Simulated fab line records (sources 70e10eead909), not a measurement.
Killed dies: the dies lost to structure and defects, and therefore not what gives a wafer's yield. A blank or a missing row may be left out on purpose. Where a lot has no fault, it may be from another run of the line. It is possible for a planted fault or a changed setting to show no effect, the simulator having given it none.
Which of the tools did it? + flow nand-harc + Sampling: 6 lots, 18 wafers, 3 of 1159 route steps

## WHAT EACH GAUGE READ, for each wafer
NHARC_A_ONON_D1_THK_MEAS_02: measures by ellipsometry.
| lot  | measured     | on            | thk-nm (nm) |
|------|--------------|---------------|-------------|
| L241 | day 8 02:39  | film-metro-01 | 993 994 993 |
| L252 | day 10 14:59 | film-metro-01 | 425 426 427 |
| L250 | day 11 04:29 | film-metro-01 | 406 407 404 |
| L256 | day 11 14:56 | film-metro-02 | 997 996 998 |
| L257 | day 12 08:55 | film-metro-01 | 993 992 994 |
| L260 | day 13 03:39 | film-metro-02 | 999 998 997 |

## EACH LOT AND THE TOOL THAT RAN IT (in order: tool; ch and the chambers of the sampled wafers; start)
| lot  | NHARC_P_BONDPAD_PVD_27                  | NHARC_A_ONON_D1_DEP_00           |
|------|-----------------------------------------|----------------------------------|
| L241 | pvd-sputter-01, day 8 02:12 or earlier  | pecvd-onon-03 ch 0, day 8 02:12  |
| L252 | pvd-sputter-01, day 10 14:32 or earlier | pecvd-onon-01 ch 0, day 10 14:32 |
| L250 | pvd-sputter-01, day 11 03:58 or earlier | pecvd-onon-01 ch 0, day 11 03:58 |
| L256 | pvd-sputter-01, day 11 14:32 or earlier | pecvd-onon-03 ch 0, day 11 14:32 |
| L257 | pvd-sputter-01, day 12 08:32 or earlier | pecvd-onon-03 ch 0, day 12 08:32 |
| L260 | pvd-sputter-01, day 13 03:08 or earlier | pecvd-onon-02 ch 0, day 13 03:08 |
- NHARC_P_BONDPAD_PVD_27: deposits Cu, target thk 30 nm, time 20.49 s.
- NHARC_A_ONON_D1_DEP_00: target thk 1000 nm.

## THE ANSWER, worked out from the rows above alone
Rule: usual is defined by the lots themselves. Put in order of their means at a reading, lots are off if they are a third of the lots or fewer, leave a main group of 4 or more, and stand apart from it by a gap of 3 or more times the standard deviation of the main group's means; of several such gaps the widest counts. A main group is skipped when, at the precision printed for the reading in the tables above, its means are all equal. A lot without any number at a reading at which 4 lots or more have one is off too. Any other lot the step has rows for is counted as sound.
Off, at NHARC_A_ONON_D1_THK_MEAS_02 on thk-nm: L252, L250. Mean 995 nm and standard deviation 2.2 in the main group.
A tool fits if, at a process step before that reading, it ran every lot that is off, and no sound lot after the first of them. Those tools and the gauges at NHARC_A_ONON_D1_THK_MEAS_02 are tried in the same way. With no start given for some of its lots, NHARC_P_BONDPAD_PVD_27 uses the hours and lot order of NHARC_A_ONON_D1_DEP_00. One fits: pecvd-onon-01 at NHARC_A_ONON_D1_DEP_00. It ran no sound lot before its first lot that is off in this sample, so the start can't be narrowed down.

## WHAT THE SIMULATOR HAD INSERTED
pecvd-onon-01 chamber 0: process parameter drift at NHARC_A_ONON_D1_DEP_00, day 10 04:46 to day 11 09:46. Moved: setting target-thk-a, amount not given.
Lots struck among those shown: L252, L250. The rule above found the same.
